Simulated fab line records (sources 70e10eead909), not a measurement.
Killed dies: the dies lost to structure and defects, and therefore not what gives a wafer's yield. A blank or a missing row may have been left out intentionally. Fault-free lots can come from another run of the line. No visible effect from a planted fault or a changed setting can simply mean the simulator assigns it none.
What tool caused it? || flow nand harc || 36 wafers sampled from 12 lots at 1 step of a route of 1302

WHAT THE GAUGES SHOWED, per wafer
NHARC_A_M0_CD_MEAS_09: target cd 80 nm.
{"lot": "L075", "measured": "day 23 06:05", "on": "cd sem-03", "cd nm (nm)": "80.2 79.9 79.6"}
{"lot": "L078", "measured": "day 23 23:58", "on": "cd sem-01", "cd nm (nm)": "79.8 79.3 79.4"}
{"lot": "L079", "measured": "day 24 13:29", "on": "cd sem-01", "cd nm (nm)": "79.9 79.2 78.8"}
{"lot": "L081", "measured": "day 25 10:47", "on": "cd sem-03", "cd nm (nm)": "80.1 80.0 80.5"}
{"lot": "L083", "measured": "day 26 05:43", "on": "cd sem-03", "cd nm (nm)": "79.8 78.9 79.9"}
{"lot": "L085", "measured": "day 26 22:32", "on": "cd sem-03", "cd nm (nm)": "79.3 79.5 78.8"}
{"lot": "L089", "measured": "day 28 08:59", "on": "cd sem-03", "cd nm (nm)": "79.9 80.1 79.3"}
{"lot": "L087", "measured": "day 28 11:47", "on": "cd sem-03", "cd nm (nm)": "79.2 78.9 79.2"}
{"lot": "L093", "measured": "day 30 05:10", "on": "cd sem-01", "cd nm (nm)": "79.5 79.6 79.5"}
{"lot": "L091", "measured": "day 30 16:13", "on": "cd sem-01", "cd nm (nm)": "80.1 80.1 80.7"}
{"lot": "L096", "measured": "day 31 12:25", "on": "cd sem-01", "cd nm (nm)": "80.9 79.9 79.9"}
{"lot": "L097", "measured": "day 32 01:01", "on": "cd sem-03", "cd nm (nm)": "79.7 80.5 80.2"}

WHICH TOOL RAN EACH LOT (tool, then ch and the chambers of the sampled wafers, then the start)
The record shows no process step preceding these readings.

THE ANSWER, worked out from the rows above alone
Rule: the usual values come from the lots themselves. The widest of any qualifying gaps counts: lots, ordered by their means at a reading, are off when they make up no more than a third of the lots, leave a main group of 4 or more, and stand apart from it by 3 or more times the standard deviation of that group's means. If all means in a main group match to the digits the tables above print for the reading, that group is not used. Also off: a lot with no number at a reading for which 4 or more lots have one. Where the step has rows for the other lots, those lots are counted as sound.
Across all readings shown, no lot is off: no conclusion can be drawn from this.

WHAT THE SIMULATOR PUT IN
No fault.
